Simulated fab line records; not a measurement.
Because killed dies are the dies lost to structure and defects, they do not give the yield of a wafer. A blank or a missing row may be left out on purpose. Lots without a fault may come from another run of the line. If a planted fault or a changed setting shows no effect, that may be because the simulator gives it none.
fab line records + flow n5_finfet + part 1 of 2: steps 1 to 41 of 42
[record]
- lots = 4
- wafers = 12
- last_day = 18
route steps=1938 shown BEOL_M4@1099 BEOL_M5@1112 BEOL_M13@1659 PASSIVATION@1936
lots with no fault: from the same line, run without faults
start_h: start of the lot's first displayed wafer, in hours after the record's first day + wait_h: how many hours have passed since the lot's step before this one + " identical to the entry in the row above + L1.1+2: a row that stands for several wafers + - either no value or no given start + * or withheld: withheld + < > ~ a bound
route shown NAME@n: NAME is a module with steps in the file, n the number in the route of the first one + usual: the fault-free wafers' mean and standard deviation + same: alike in all rows + chamber/n: place in a boat + sites: each site's reading + _std_site: how widely they spread, as a standard deviation + _edge_site: mean of outer sites minus mean of inner sites + radius_mm: for every site, how far away it sits from the centre of the wafer + mask NAME#n: copy n + behind: the tool/chamber that last shaped the wafer + hold: reason for holding the lot/hours on hold/outcome of the hold + device: whichever transistor did not switch (one of n, p or np) + end of line: the tests these same wafers got at the end of their route + for a step that has no rows: nothing shown but its recipe + killed: count of dies lost to structure and defects at first sort (not the wafer's yield) + map: the dies of a wafer, with x for killed, . for not killed, _ for no die there
set.NAME: the setting the step ran with; set.NAME@STEP: the setting that earlier step ran with + model.NAME: the simulator's own value behind a step, which no gauge read
lots at some steps of the route; a table a step, a row a wafer
services: the hour from which a tool's chamber was out of use, counted from the record's first day as start_h (under 0 if before that day), plus the number of hours and why
[[steps]]
[step N5_BEOL_M4_ANNEAL_95]
[recipe]
- temp_c = 400
- time_s = 240
- ambient = vacuum
[step N5_BEOL_M4_SPUTTER_96]
[recipe]
- material = Cu
- target_thk_a = 45
- temp_c = -20
- chamber_pressure_pa = 0.07
- power_w = withheld
- time_s = 8.29
[step N5_BEOL_M4_ECD_50]
[recipe]
- material = Cu
- target_thk_a = 3000
[step N5_BEOL_M4_ANNEAL_51]
[recipe]
- temp_c = 225
- time_s = 90
- ambient = N2
[step N5_BEOL_M4_CMP_52]
[recipe]
- stop_on = SiOC
- t_overpolish_s = 6.8
- down_force_psi = 1
- platen_rpm = 50
- clearing_platen_down_force_psi = 1.5
- clearing_platen_rpm = 50
- post_cmp_clean = cu_alkaline
- target_thk_nm = 40
- clearing_platen_pad_velocity_m_s = 0.99484
- pad_velocity_m_s = 0.99484
[step N5_BEOL_M4_PRE_CLEAN_60]
[recipe]
- gas = NH3/H2
- time_s = 15
- temp_c = *
- rf_power_w = 300
[step N5_BEOL_M4_CO_CAP_55]
[recipe]
- material = Co
- target_thk_a = 20
- temp_c = 200
- precursor = CCTBA/H2
- pressure_torr = 30
- time_s = 102.1
[step N5_BEOL_M4_PRE_CLEAN_56]
[recipe]
- gas = NH3
- time_s = 15
- temp_c = withheld
- rf_power_w = 300
[step N5_BEOL_M4_DEP_57]
[recipe]
- material = SiCN
- target_thk_a = 80
- temp_c = withheld
- precursor = 3MS/NH3
- pressure_torr = 3
- rf_w = 202
- time_s = 14
[step N5_BEOL_M4_RC_MEAS_101]
[usual]
- DIBL_N = 35.8/1.4
- DIBL_P = 35.8/1.6
- IOFF_N = 0.152/0.021
- IOFF_P = 0.204/0.027
- ION_N = 672/8.7
- ION_P = 461/6.2
- SS_N = 71.5/0.54
- SS_P = 73.1/0.57
- VT_N = 250.0/2.5
- VT_P = -250.6/2.7
| lot.wafer | tool      | chamber | start_h | wait_h | DIBL_N[mV/V] | DIBL_P[mV/V] | IOFF_N[nA/um] | IOFF_P[nA/um] | ION_N[uA/um] | ION_P[uA/um] | SS_N[mV/dec] | SS_P[mV/dec] | VT_N[mV] | VT_P[mV] |
|-----------|-----------|---------|---------|--------|--------------|--------------|---------------|---------------|--------------|--------------|--------------|--------------|----------|----------|
| L790.1    | prober-01 | 0       | 198.42  | 0.0    | 38.4         | 36.1         | 0.174         | 0.258         | 688          | 475          | 71.2         | 73.6         | 246.6    | -247.0   |
| L790.3    | "         | 0       | "       | "      | 38.6         | 36.0         | 0.176         | 0.247         | 694          | 477          | 71.5         | 73.2         | 250.5    | -247.0   |
| L790.5    | "         | 0       | "       | "      | 37.8         | 35.3         | 0.165         | 0.242         | 689          | 472          | 72.0         | 73.5         | 246.7    | -247.8   |
| L797.1    | prober-01 | 0       | 236.14  | 0.0    | 35.7         | 37.1         | 0.158         | 0.219         | 683          | 464          | 71.6         | 73.6         | 249.6    | -247.2   |
| L797.2    | "         | 0       | "       | "      | 33.5         | 33.6         | 0.126         | 0.172         | 668          | 455          | 71.2         | 73.2         | 252.8    | -251.3   |
| L797.3    | "         | 0       | "       | "      | 35.1         | 36.5         | 0.147         | 0.210         | 675          | 463          | 71.4         | 73.7         | 251.1    | -248.5   |
| L802.2    | prober-01 | 0       | 269.66  | 0.2    | 38.3         | 36.9         | 0.174         | 0.213         | 682          | 463          | 71.7         | 73.8         | 251.5    | -252.8   |
| L802.3    | "         | 0       | "       | "      | 39.6         | 38.4         | 0.219         | 0.236         | 689          | 463          | 72.6         | 74.0         | 244.3    | -249.1   |
| L802.5    | "         | 0       | "       | "      | 36.5         | 35.1         | 0.154         | 0.183         | 671          | 452          | 71.6         | 73.1         | 248.2    | -254.8   |
| L809.1    | prober-02 | 0       | 316.25  | 0.0    | 35.7         | 33.9         | 0.151         | 0.192         | 678          | 464          | 71.7         | 72.7         | 248.7    | -248.6   |
| L809.4    | "         | 0       | "       | "      | 35.2         | 32.9         | 0.144         | 0.178         | 670          | 455          | 71.1         | 71.9         | 249.1    | -254.6   |
| L809.6    | "         | 0       | "       | "      | 34.7         | 32.5         | 0.138         | 0.180         | 668          | 462          | 70.4         | 72.3         | 251.3    | -251.1   |
[step N5_BEOL_M5_ILD_DEP_00]
[recipe]
- material = SiCOH_lowk
- target_thk_a = 1406.4
- temp_c = 300
- precursor = DEMS/porogen
- pressure_torr = 5
- rf_w = 500
- time_s = 25.9
[step N5_BEOL_M5_CURE_79]
[recipe]
- temp_c = 385
- time_s = 240
- ambient = He/Ar
- material = SiCOH_lowk
[step N5_BEOL_M5_PECVD_70]
[recipe]
- material = SiO2
- target_thk_a = 160
- temp_c = 400
- precursor = TEOS/O2
- pressure_torr = 5.5
- rf_w = 450
- teos_flow_sccm = 53.8
- gas = O2
- flow_sccm = 3000
- time_s = 18
[step N5_BEOL_M5_HM_DEP_02]
[recipe]
- material = TiN
- target_thk_a = 200
- temp_c = 25
- chamber_pressure_pa = 0.49996
[step N5_BEOL_M5_COAT_59]
[recipe]
- resist = SOC
- temp_c = 250
- time_s = 60
- spin_rpm = 1500
- resist_thk_nm = 60
[step N5_BEOL_M5_COAT_60]
[recipe]
- resist = SiARC
- temp_c = 220
- time_s = 60
- spin_rpm = 1500
- resist_thk_nm = 12
[step N5_BEOL_M5_COAT_71]
[recipe]
- resist = underlayer
- temp_c = 205
- time_s = 60
- spin_rpm = 1500
- resist_thk_nm = 5
[step N5_BEOL_M5_COAT_05]
[recipe]
- resist = CAR-EUV
- spin_rpm = 1500
- resist_thk_nm = 30
[step N5_BEOL_M5_EBR_07]
[recipe]
- solvent = PGMEA
- ebr_width_mm = 1.5
[step N5_BEOL_M5_SOFTBAKE_06]
[recipe]
- temp_c = 110
- time_s = 60
- resist = CAR-EUV
[step N5_BEOL_M5_EXPOSE_08]
[recipe]
- mask_id = M5
- na = 0.33
- source_shape = annular
- sigma_inner = 0.4
- sigma_outer = 0.8
- polarization = unpolarized
- target_cd_nm = 28
- dose_mj = 35.75
[step N5_BEOL_M5_PEB_09]
[recipe]
- peb_temp_c = 100
- peb_time_s = 60
- resist = CAR-EUV
[step N5_BEOL_M5_DEVELOP_10]
[recipe]
- develop_time_s = 30
- developer = TMAH
- resist = CAR-EUV
- rinse_liquid = surfactant_rinse
- dry = air_spin
- dev_temp_c = 23
[step N5_BEOL_M5_DESCUM_16]
[recipe]
- chemistry = O2
- time_s = 7
- source_power_w = 50
- bias_power_w = 20
- pressure_mtorr = 20
- rf_frequency_hz = 2.712e+07
- temp_c = 40
- resist = CAR-EUV
- o2_flow_sccm = 225
[step N5_BEOL_M5_ETCH_72]
[recipe]
- chemistry = N2/H2
- target = underlayer
- target_depth_a = 65
- mask_material = CAR-EUV
- time_s = 5.2
- ion_energy_ev = 200
- pressure_mtorr = 30
- source_w = 840
- bias_w = 150
- n2_flow_sccm = 200
- h2_flow_sccm = 200
- ends = cleared
[step N5_BEOL_M5_ETCH_61]
[recipe]
- chemistry = CF4
- target = SiARC
- target_depth_a = 156
- mask_material = CAR-EUV
- time_s = 26
- ion_energy_ev = 80
- pressure_mtorr = 40
- source_w = 545
- bias_w = 36
- Ar_flow_sccm = 100
- cf4_flow_sccm = 100
- ends = cleared
[step N5_BEOL_M5_ETCH_62]
[recipe]
- chemistry = N2/H2
- target = SOC
- target_depth_a = 750
- overetch_a = 150
- mask_material = SiARC
- temp_c = 40
- time_s = 112.5
- ion_energy_ev = 200
- pressure_mtorr = 30
- source_w = 840
- bias_w = 150
- n2_flow_sccm = 200
- h2_flow_sccm = 200
[step N5_BEOL_M5_STRIP_63]
[recipe]
- chemistry = N2/H2
- temp_c = 40
- n2_flow_sccm = 200
- h2_flow_sccm = 200
- rf_frequency_hz = 6e+07
[step N5_BEOL_M5_STRIP_73]
[recipe]
- chemistry = N2/H2
- temp_c = 40
- n2_flow_sccm = 200
- h2_flow_sccm = 200
- rf_frequency_hz = 6e+07
[step N5_BEOL_M5_STRIP_64]
[recipe]
- chemistry = CF4
- resist = SiARC
- power_w = 300
- bias_power_w = 75
- pressure_mtorr = 50
- cf4_flow_sccm = 150
- rf_frequency_hz = 6e+07
[step N5_BEOL_M5_HM_OPEN_17]
[recipe]
- chemistry = Cl2/BCl3
- target_depth_a = 200
- overetch_a = 60
- target = TiN
- mask_material = SOC
- ion_energy_ev = 150
- pressure_mtorr = 10
- icp_w = 1000
- bias_w = 126
- Cl2_flow_sccm = 53.25
- bcl3_flow_sccm = 21.75
- Ar_flow_sccm = 25
[step N5_BEOL_M5_STRIP_19]
[recipe]
- chemistry = O2
- power_w = 400
- temp_c = 40
- pressure_mtorr = 30
- rf_frequency_hz = 6e+07
- bias_power_w = 0
- overash_fraction = 0.2
- o2_flow_sccm = 225
[step N5_BEOL_M5_COAT_65]
[recipe]
- resist = SOC
- temp_c = 250
- time_s = 60
- spin_rpm = 1500
- resist_thk_nm = 60
[step N5_BEOL_M5_COAT_66]
[recipe]
- resist = SiARC
- temp_c = 220
- time_s = 60
- spin_rpm = 1500
- resist_thk_nm = 12
[step N5_BEOL_M13_ILD_DEP_00]
[recipe]
- material = SiOC
- target_thk_a = 8379.2
- temp_c = 350
- precursor = DEMS/O2
- pressure_torr = 5
- rf_w = 500
- time_s = 166.4
[usual]
- heater_power_w = 466/59
- showerhead_plenum_p_Torr = 5.692/0.016
- throttle_valve_pct = 11.7/0.77
| lot.wafer | tool     | chamber | start_h | wait_h | heater_power_w | showerhead_plenum_p_Torr | throttle_valve_pct |
|-----------|----------|---------|---------|--------|----------------|--------------------------|--------------------|
| L790.1    | pecvd-04 | 2       | 268.21  | 0.0    | 503            | 5.670                    | 10.9               |
| L790.3    | "        | 0       | "       | "      | 475            | 5.691                    | 11.3               |
| L790.5    | "        | 0       | "       | "      | 516            | 5.685                    | 11.2               |
| L797.1    | pecvd-04 | 0       | 310.58  | 0.0    | 552            | 5.687                    | 11.8               |
| L797.2    | "        | 1       | "       | "      | 406            | 5.702                    | 11.8               |
| L797.3    | "        | 2       | "       | "      | 472            | 5.681                    | 10.7               |
| L797.1    | pecvd-04 | 0       | 310.90  | 0.3    | 556            | 5.679                    | 11.4               |
| L797.2    | "        | 1       | "       | "      | 399            | 5.713                    | 11.4               |
| L797.3    | "        | 2       | "       | "      | 485            | 5.667                    | 10.8               |
| L802.2    | pecvd-04 | 2       | 335.49  | 0.0    | 520            | 5.669                    | 10.8               |
| L802.3    | "        | 0       | "       | "      | 578            | 5.694                    | 11.4               |
| L802.5    | "        | 0       | "       | "      | 460            | 5.679                    | 11.8               |
| L802.2    | pecvd-04 | 2       | 335.84  | 0.3    | 497            | 5.674                    | 10.8               |
| L802.3    | "        | 0       | "       | "      | 574            | 5.679                    | 11.3               |
| L802.5    | "        | 0       | "       | "      | 480            | 5.678                    | 11.5               |
| L809.1    | pecvd-04 | 0       | 395.05  | 0.0    | 533            | 5.674                    | 11.5               |
| L809.4    | "        | 0       | "       | "      | 562            | 5.671                    | 11.5               |
| L809.6    | "        | 1       | "       | "      | 337            | 5.720                    | 11.6               |
[step N5_BEOL_M13_THK_MEAS_01]
[recipe]
- reads = SiOC_of_BEOL_M13_ILD_DEP_00
[usual]
- M13_ILD_THK = 840/9.4
| lot.wafer | tool          | chamber | start_h | wait_h | M13_ILD_THK[nm] |
|-----------|---------------|---------|---------|--------|-----------------|
| L790.1    | film_metro-01 | -       | 268.36  | 0.1    | 829             |
| L790.3    | "             | -       | "       | "      | 827             |
| L790.5    | "             | -       | "       | "      | 838             |
| L797.1    | film_metro-01 | -       | 311.05  | 0.1    | 1674            |
| L797.2    | "             | -       | "       | "      | 1657            |
| L797.3    | "             | -       | "       | "      | 1665            |
| L802.2    | film_metro-01 | -       | 335.99  | 0.1    | 1682            |
| L802.3    | "             | -       | "       | "      | 1682            |
| L802.5    | "             | -       | "       | "      | 1703            |
| L809.1    | film_metro-02 | -       | 395.20  | 0.1    | 830             |
| L809.4    | "             | -       | "       | "      | 851             |
| L809.6    | "             | -       | "       | "      | 840             |
[step N5_BEOL_M13_VIA_ETCH_16]
[recipe]
- chemistry = C4F8/O2/Ar
- target = SiOC
- pressure_mtorr = 30
- source_w = 3000
- bias_w = 700
- Ar_flow_sccm = 400
- C4F8_flow_sccm = 15
- O2_flow_sccm = 8
- he_inner_torr = 15
- he_outer_torr = 30
- target_depth_a = 9217
- time_s = withheld
- ion_energy_ev = 250
- ends = cleared
[usual]
- C4F8_flow_sccm = 15.00/0.042
- drypump_motor_current_A = 5.8/0.39
- oes_product_au = 0.72/0.071
- rf_vpp_V = 665/3.1
- showerhead_plenum_p_Torr = 3.41/0.11
- throttle_valve_pct = 24.16/0.25
| lot.wafer | tool        | chamber | start_h | wait_h | C4F8_flow_sccm | drypump_motor_current_A | oes_product_au | rf_vpp_V | showerhead_plenum_p_Torr | throttle_valve_pct | model.etch.depth_nm | model.SiOC_of_BEOL_M13_ILD_DEP_00.thk_nm | model.BARC_of_BEOL_M13_COAT_58.thk_nm |
|-----------|-------------|---------|---------|--------|----------------|-------------------------|----------------|----------|--------------------------|--------------------|---------------------|------------------------------------------|---------------------------------------|
| L790.1    | rie_diel-06 | 2       | 268.84  | 0.0    | 15.01          | 5.4                     | 0.66           | 663      | 3.29                     | 24.52              | 829.2               | 829.2                                    | 89.2                                  |
| L790.3    | "           | 1       | "       | "      | 14.99          | 5.9                     | 0.65           | 662      | 3.27                     | 24.37              | 827                 | 827                                      | 89.2                                  |
| L790.5    | "           | 3       | "       | "      | 15.02          | 6.4                     | 0.62           | 661      | 3.25                     | 23.93              | 837.6               | 837.6                                    | 89                                    |
| L797.1    | rie_diel-06 | 3       | 311.53  | 0.0    | 14.96          | 6.4                     | 0.69           | 660      | 3.24                     | 23.95              | 1675                | 1368                                     | 0                                     |
| L797.2    | "           | 0       | "       | "      | 14.98          | 5.5                     | 0.67           | 668      | 3.51                     | 24.87              | 1657                | 1372                                     | 0                                     |
| L797.3    | "           | 1       | "       | "      | 15.02          | 5.9                     | 0.72           | 661      | 3.26                     | 24.43              | 1665                | 1367                                     | 0                                     |
| L802.2    | rie_diel-03 | 3       | 336.63  | 0.0    | 15.04          | 6.6                     | 0.76           | 663      | 3.28                     | 24.25              | 1682                | 1380                                     | 0                                     |
| L802.3    | "           | 1       | "       | "      | 15.06          | 5.9                     | 0.69           | 666      | 3.37                     | 24.31              | 1682                | 1382                                     | 0                                     |
| L802.5    | "           | 2       | "       | "      | 15.00          | 5.3                     | 0.85           | 669      | 3.46                     | 24.23              | 1703                | 1377                                     | 0                                     |
| L809.1    | rie_diel-03 | 0       | 395.81  | 0.0    | 15.06          | 5.6                     | 0.77           | 667      | 3.47                     | 23.78              | 829.8               | 829.8                                    | 89.6                                  |
| L809.4    | "           | 2       | "       | "      | 15.02          | 5.2                     | 0.75           | 666      | 3.45                     | 24.20              | 850.6               | 850.6                                    | 89.4                                  |
| L809.6    | "           | 3       | "       | "      | 15.05          | 6.6                     | 0.68           | 662      | 3.27                     | 24.24              | 839.4               | 839.4                                    | 89.4                                  |
[step N5_BEOL_M13_STRIP_63]
[recipe]
- chemistry = N2/H2
- power_w = 1000
- temp_c = 250
- h2_frac = 0.65
- overash_fraction = 0.3
- pressure_mtorr = 1000
- n2_flow_sccm = 1750
- h2_flow_sccm = 3250
[usual]
- drypump_motor_current_A = 6.3/0.35
- heater_power_w = 342/27
- oes_product_au = 0.674/0.0049
- strip_time_to_endpoint_s = 27.7/1
- temp_c = 250.01/0.17
[same]
- overash_fraction = 0.3
| lot.wafer | tool            | chamber | start_h | wait_h | drypump_motor_current_A | heater_power_w | oes_product_au | rf_hours_counter_h | strip_time_to_endpoint_s | temp_c |
|-----------|-----------------|---------|---------|--------|-------------------------|----------------|----------------|--------------------|--------------------------|--------|
| L790.1    | plasma_asher-02 | 1       | 269.07  | -      | 5.9                     | 322            | 0.674          | 121                | 29.4                     | 249.84 |
| L790.3    | "               | 1       | "       | "      | 5.9                     | 324            | 0.675          | -                  | 29.3                     | 249.67 |
| L790.5    | "               | 1       | "       | "      | 5.9                     | 324            | 0.679          | -                  | 28.2                     | 249.64 |
| L797.1    | plasma_asher-02 | 1       | 311.77  | -      | 5.9                     | 325            | 0.223          | 129                | 0.0                      | 250.00 |
| L797.2    | "               | 0       | "       | "      | 6.5                     | 370            | 0.236          | 129                | 0.0                      | 249.97 |
| L797.3    | "               | 1       | "       | "      | 5.9                     | 330            | 0.233          | -                  | 0.0                      | 249.94 |
| L802.2    | plasma_asher-01 | 1       | 336.86  | -      | 6.8                     | 296            | 0.233          | 91                 | 0.0                      | 249.95 |
| L802.3    | "               | 1       | "       | "      | 6.8                     | 304            | 0.230          | -                  | 0.0                      | 250.05 |
| L802.5    | "               | 1       | "       | "      | 6.8                     | 290            | 0.239          | -                  | 0.0                      | 249.82 |
| L809.1    | plasma_asher-02 | 0       | 396.06  | -      | 6.5                     | 363            | 0.666          | 142                | 28.0                     | 250.08 |
| L809.4    | "               | 0       | "       | "      | 6.5                     | 376            | 0.672          | -                  | 26.6                     | 250.07 |
| L809.6    | "               | 0       | "       | "      | 6.5                     | 363            | 0.680          | -                  | 27.9                     | 250.13 |
[step N5_BEOL_M13_STRIP_64]
[recipe]
- chemistry = N2/H2
- power_w = 1000
- temp_c = 250
- h2_frac = 0.65
- overash_fraction = 0.3
- pressure_mtorr = withheld
- n2_flow_sccm = 1750
- h2_flow_sccm = 3250
[usual]
- drypump_motor_current_A = 6.3/0.35
- heater_power_w = 342/28
- oes_product_au = 0.715/0.0046
- strip_time_to_endpoint_s = 31.36/0.083
- temp_c = 249.98/0.18
[same]
- overash_fraction = 0.3
| lot.wafer | tool            | chamber | start_h | wait_h | drypump_motor_current_A | heater_power_w | oes_product_au | rf_hours_counter_h | strip_time_to_endpoint_s | temp_c |
|-----------|-----------------|---------|---------|--------|-------------------------|----------------|----------------|--------------------|--------------------------|--------|
| L790.1    | plasma_asher-02 | 1       | 269.13  | 0.0    | 5.9                     | 326            | 0.712          | 121                | 31.40                    | 250.15 |
| L790.3    | "               | 1       | "       | "      | 5.9                     | 327            | 0.713          | -                  | 31.36                    | 249.96 |
| L790.5    | "               | 1       | "       | "      | 6.0                     | 328            | 0.722          | -                  | 31.33                    | 250.04 |
| L797.1    | plasma_asher-02 | 1       | 311.83  | 0.0    | 5.9                     | 327            | 0.237          | 129                | 0.06                     | 249.98 |
| L797.2    | "               | 0       | "       | "      | 6.5                     | 373            | 0.243          | 129                | 0.05                     | 249.98 |
| L797.3    | "               | 1       | "       | "      | 5.9                     | 328            | 0.236          | -                  | 0.04                     | 249.77 |
| L802.2    | plasma_asher-01 | 1       | 336.92  | 0.0    | 6.8                     | 302            | 0.240          | 91                 | 0.03                     | 249.97 |
| L802.3    | "               | 1       | "       | "      | 6.8                     | 299            | 0.241          | -                  | 0.04                     | 250.32 |
| L802.5    | "               | 1       | "       | "      | 6.8                     | 297            | 0.237          | -                  | 0.04                     | 249.99 |
| L809.1    | plasma_asher-02 | 0       | 396.12  | 0.0    | 6.5                     | 367            | 0.716          | 142                | 31.51                    | 250.15 |
| L809.4    | "               | 0       | "       | "      | 6.5                     | 360            | 0.727          | -                  | 31.41                    | 250.09 |
| L809.6    | "               | 0       | "       | "      | 6.5                     | 368            | 0.716          | -                  | 31.44                    | 250.26 |
[step N5_BEOL_M13_CD_MEAS_17]
[recipe]
- target_cd_nm = 190
- polarity = opening
[usual]
- cd_nm = 190.1/1.2
| lot.wafer | tool      | chamber | start_h | wait_h | cd_nm |
|-----------|-----------|---------|---------|--------|-------|
| L790.1    | cd_sem-03 | -       | 269.28  | 0.0    | 191.0 |
| L790.3    | "         | -       | "       | "      | 190.8 |
| L790.5    | "         | -       | "       | "      | 189.4 |
| L797.1    | cd_sem-01 | -       | 312.01  | 0.0    | 277.0 |
| L797.2    | "         | -       | "       | "      | 271.5 |
| L797.3    | "         | -       | "       | "      | 273.8 |
| L802.2    | cd_sem-03 | -       | 337.07  | 0.0    | 277.9 |
| L802.3    | "         | -       | "       | "      | 279.1 |
| L802.5    | "         | -       | "       | "      | 282.6 |
| L809.1    | cd_sem-03 | -       | 396.27  | 0.0    | 188.9 |
| L809.4    | "         | -       | "       | "      | 190.6 |
| L809.6    | "         | -       | "       | "      | 189.6 |
[step N5_BEOL_M13_CMP_49]
[recipe]
- stop_on = SiOC
- t_overpolish_s = 17.1
- down_force_psi = 1
- platen_rpm = 50
- clearing_platen_down_force_psi = 1.5
- clearing_platen_rpm = 50
- post_cmp_clean = cu_alkaline
- target_thk_nm = 420
- clearing_platen_pad_velocity_m_s = 0.99484
- pad_velocity_m_s = 0.99484
[usual]
- barrier_field_endpoint_s = 30.2/0.63
- motor_current_A = 5.7/0.71
- overpolish_run_s = 17.099/0.01
| lot.wafer | tool   | chamber | start_h | wait_h | barrier_field_endpoint_s | motor_current_A | overpolish_run_s | model.SiOC_of_BEOL_M13_ILD_DEP_00.thk_nm |
|-----------|--------|---------|---------|--------|--------------------------|-----------------|------------------|------------------------------------------|
| L790.3    | cmp-01 | 1       | 275.45  | 0.2    | 30.5                     | 6.5             | 17.111           | 769.4                                    |
| L790.1    | "      | 0       | "       | "      | 30.9                     | 5.3             | 17.103           | 769                                      |
| L790.5    | "      | 1       | "       | "      | 30.9                     | 6.5             | 17.090           | 779.4                                    |
| L797.2    | cmp-01 | 1       | 314.46  | 0.4    | 29.7                     | 6.0             | 17.110           | 1315                                     |
| L797.1    | "      | 2       | "       | "      | 31.4                     | 4.8             | 17.110           | 1309                                     |
| L797.3    | "      | 3       | "       | "      | 29.4                     | 5.5             | 17.101           | 1310                                     |
| L802.2    | cmp-03 | 1       | 342.39  | 0.2    | 30.6                     | 6.1             | 17.094           | 1323                                     |
| L802.3    | "      | 2       | "       | "      | 29.8                     | 6.2             | 17.114           | 1322                                     |
| L802.5    | "      | 0       | "       | "      | 29.6                     | 6.4             | 17.087           | 1318                                     |
| L809.4    | cmp-01 | 2       | 400.75  | 0.2    | 28.6                     | 4.9             | 17.093           | 791.6                                    |
| L809.1    | "      | 3       | "       | "      | 28.9                     | 5.7             | 17.099           | 770.6                                    |
| L809.6    | "      | 1       | "       | "      | 29.3                     | 6.7             | 17.100           | 780.8                                    |
[[key]]
[first_sign]
- step = N5_BEOL_M13_ILD_DEP_00
- reading = visit
- direction = added
[effect]
- step = N5_BEOL_M13_THK_MEAS_01
- reading = M13_ILD_THK
- direction = up
- sigmas = 89
- usual = 840
- struck = 1677
[effect]
- step = N5_BEOL_M13_STRIP_63
- reading = oes_product_au
- direction = down
- sigmas = 90
- usual = 0.674
- struck = 0.232
[effect]
- step = N5_BEOL_M13_STRIP_64
- reading = strip_time_to_endpoint_s
- direction = down
- sigmas = 99+
- usual = *
- struck = *
[effect]
- step = N5_BEOL_M13_CD_MEAS_17
- reading = cd_nm
- direction = up
- sigmas = 70
- usual = 190.1
- struck = 277.0
[effect]
- step = N5_PASSIVATION_PROBE_49
- reading = killed_at_M4_up
- direction = up
- sigmas = 99+
- usual = 13
- struck = 1155
[model_effect]
- step = N5_BEOL_M13_VIA_ETCH_16
- value = etch.depth_nm
- without = 838.3
- struck = 1677
[model_effect]
- step = N5_BEOL_M13_CMP_49
- value = SiOC_of_BEOL_M13_ILD_DEP_00.thk_nm
- without = 780.2
- struck = 1316
met_at N5_BEOL_M13_ILD_DEP_00
struck_wafers L797.1,L797.2,L797.3,L802.2,L802.3,L802.5
[fault]
- kind = repeated_step_whole
- tool = pecvd-02,pecvd-03,pecvd-04
- chamber = -
- onset_h = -
- steps = N5_BEOL_M13_ILD_DEP_00
- times = 1
- scope = struck_lots_only
